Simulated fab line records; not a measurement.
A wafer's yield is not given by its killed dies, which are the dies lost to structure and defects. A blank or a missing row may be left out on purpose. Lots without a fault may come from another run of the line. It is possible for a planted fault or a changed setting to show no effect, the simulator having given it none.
Chamber matching / flow n5-finfet / N5_BEOL_M12_DEP_53 on pecvd-04: 3 sister chambers
The step deposits SiCN from 3MS/NH3, target thk 30 nm, time 10.5 s. 3 wafers are shown with their chamber, then 10 later ones without.

EACH WAFER AND ITS CHAMBER
wafer=L089.5; chamber=1; throttle-valve-pct (%)=18.5
wafer=L090.2; chamber=2; throttle-valve-pct (%)=17.7
wafer=L090.3; chamber=0; throttle-valve-pct (%)=18.1

WAFERS WITHOUT THEIR CHAMBER
wafer=L090.4; throttle-valve-pct (%)=17.9
wafer=L092.2; throttle-valve-pct (%)=18.0
wafer=L092.5; throttle-valve-pct (%)=18.7
wafer=L092.6; throttle-valve-pct (%)=18.0
wafer=L093.1; throttle-valve-pct (%)=18.4
wafer=L093.3; throttle-valve-pct (%)=17.7
wafer=L093.6; throttle-valve-pct (%)=17.8
wafer=L094.1; throttle-valve-pct (%)=18.1
wafer=L094.2; throttle-valve-pct (%)=18.8
wafer=L094.3; throttle-valve-pct (%)=18.2

THE CHAMBER EACH PASSED THROUGH
wafer=L090.4; from the rows above=can't be placed: 2 or 0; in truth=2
wafer=L092.2; from the rows above=can't be placed: 0 or 2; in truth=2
wafer=L092.5; from the rows above=1; in truth=1
wafer=L092.6; from the rows above=can't be placed: 0 or 2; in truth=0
wafer=L093.1; from the rows above=can't be placed: 1 or 0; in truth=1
wafer=L093.3; from the rows above=2; in truth=2
wafer=L093.6; from the rows above=can't be placed: 2 or 0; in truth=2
wafer=L094.1; from the rows above=0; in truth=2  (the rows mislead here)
wafer=L094.2; from the rows above=1; in truth=1
wafer=L094.3; from the rows above=can't be placed: 0 or 1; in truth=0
3 of 10 placed correctly. Cannot be placed on the basis of these rows: 6; the candidates contain the true chamber in 6. Number placed wrongly: 1.
How it was worked out, from the rows above alone: a wafer's distance from a chamber is the root of the sum, over the readings, of the square of ((its reading less the chamber's mean) divided by the reading's scatter). If the next closest chamber is less than 2 further off than the closest, the wafer can't be placed; otherwise it belongs to the closest. Each chamber's mean is taken over the wafers shown for it. The scatter: root of mean squared gap, hidden wafer to nearest shown wafer, with one shown wafer a chamber.
